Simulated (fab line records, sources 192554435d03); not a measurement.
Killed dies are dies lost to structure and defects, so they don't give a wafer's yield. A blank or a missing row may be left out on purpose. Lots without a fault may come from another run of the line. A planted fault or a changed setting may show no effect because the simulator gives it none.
Chamber matching | flow n5_finfet | N5_BEOL_M3_PRE_CLEAN_60 on cvd_co-01: 3 sister chambers
The step time 15 s. 6 wafers are shown with their chamber, then 11 later ones without.

WAFERS WITH THEIR CHAMBER
wafer  | chamber | heater_power_w (W) | rf_fwd_power_W (W)
L083.5 | 2       | 83                 | 295.9
L089.1 | 1       | 118                | 300.1
L088.4 | 1       | 118                | 297.5
L088.5 | 2       | 84                 | 296.8
L088.6 | 0       | 87                 | 297.3
L091.2 | 0       | 87                 | 296.2

WAFERS WITHOUT THEIR CHAMBER
wafer  | heater_power_w (W) | rf_fwd_power_W (W)
L091.4 | 86                 | 296.6
L091.5 | 84                 | 295.8
L096.2 | 86                 | 295.0
L096.4 | 87                 | 294.5
L096.6 | 117                | 299.6
L090.2 | 85                 | 297.3
L090.4 | 85                 | 297.0
L090.6 | 87                 | 297.1
L095.3 | 86                 | 296.2
L095.4 | 118                | 299.8
L095.6 | 85                 | 295.8

WHICH CHAMBER EACH WENT THROUGH
wafer  | from the rows above     | in truth
L091.4 | 0                       | 0
L091.5 | 2                       | 2
L096.2 | 0                       | 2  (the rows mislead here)
L096.4 | 0                       | 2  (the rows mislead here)
L096.6 | 1                       | 1
L090.2 | can't be placed: 2 or 0 | 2
L090.4 | can't be placed: 2 or 0 | 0
L090.6 | 0                       | 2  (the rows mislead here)
L095.3 | 0                       | 0
L095.4 | 1                       | 1
L095.6 | can't be placed: 2 or 0 | 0
Placed correctly: 5 of 11. Can't be placed from these rows: 3 (the true chamber is among the candidates in 3). Placed wrongly: 3.
How it was worked out, from the rows above alone: a wafer's distance from a chamber is the root of the sum, over the readings, of the square of ((its reading less the chamber's mean) divided by the reading's scatter). The wafer belongs to the nearest chamber; if the next one is less than 2 further off, it can't be placed. A chamber's mean is the mean of its shown wafers. The scatter: the root of (the sum of the squares of (reading less its chamber's mean) over the shown wafers, divided by (wafers less chambers)).
